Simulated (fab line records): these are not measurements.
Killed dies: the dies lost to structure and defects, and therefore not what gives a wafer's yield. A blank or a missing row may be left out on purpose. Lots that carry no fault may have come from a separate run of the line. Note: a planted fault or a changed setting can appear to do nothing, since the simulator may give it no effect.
Chamber matching -- flow nand-harc -- NHARC_A_STAIRCASE_CMP_472 on cmp-02: 4 sister chambers
The step polishes SiO2. 16 wafers are shown with their chamber, then 8 later ones without.

## EACH WAFER AND ITS CHAMBER
wafer,chamber,motor-current-A (A)
L074.1,2,12.5
L074.4,3,12.8
L074.6,3,13.2
L077.1,0,12.1
L077.3,3,12.5
L077.6,1,12.8
L076.2,3,13.1
L076.4,1,12.8
L076.5,1,11.9
L076.1,2,11.9
L076.3,0,12.5
L076.6,2,11.7
L081.1,3,13.5
L081.4,0,12.3
L081.6,2,11.5
L089.2,0,12.6

SIGNATURES (averages over the wafers above)
reading,chamber 0,chamber 1,chamber 2,chamber 3,scatter within a chamber
motor-current-A,12.375,12.500,11.900,13.020,0.391
Rule: a wafer's distance from a chamber is the root of the sum, over the readings, of the square of ((its reading less the chamber's mean) divided by the reading's scatter). The wafer belongs to the nearest chamber; if the next one is less than 2 further off, it can't be placed. How the scatter is found: for the shown wafers, subtract from each reading the mean of its chamber, square and add these, divide the total by (wafers less chambers), then take the root.

## WAFERS WITH NO CHAMBER GIVEN
wafer,motor-current-A (A)
L089.4,13.3
L089.5,14.2
L091.1,13.2
L091.3,13.9
L091.6,12.4
L093.2,13.4
L093.3,12.5
L093.6,12.4

## WHICH CHAMBER EACH WENT THROUGH
wafer,from the rows above,in truth
L089.4,can't be placed: 3 or 1 or 0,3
L089.5,can't be placed: 3 or 1 or 0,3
L091.1,can't be placed: 3 or 1 or 0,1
L091.3,can't be placed: 3 or 1 or 0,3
L091.6,can't be placed: 0 or 1 or 2 or 3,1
L093.2,can't be placed: 3 or 1 or 0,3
L093.3,can't be placed: 1 or 0 or 3 or 2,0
L093.6,can't be placed: 0 or 1 or 2 or 3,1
Placed correctly: 0 of 8. These rows do not allow placing 8 (true chamber among the candidates in 8). Wrongly placed: 0.
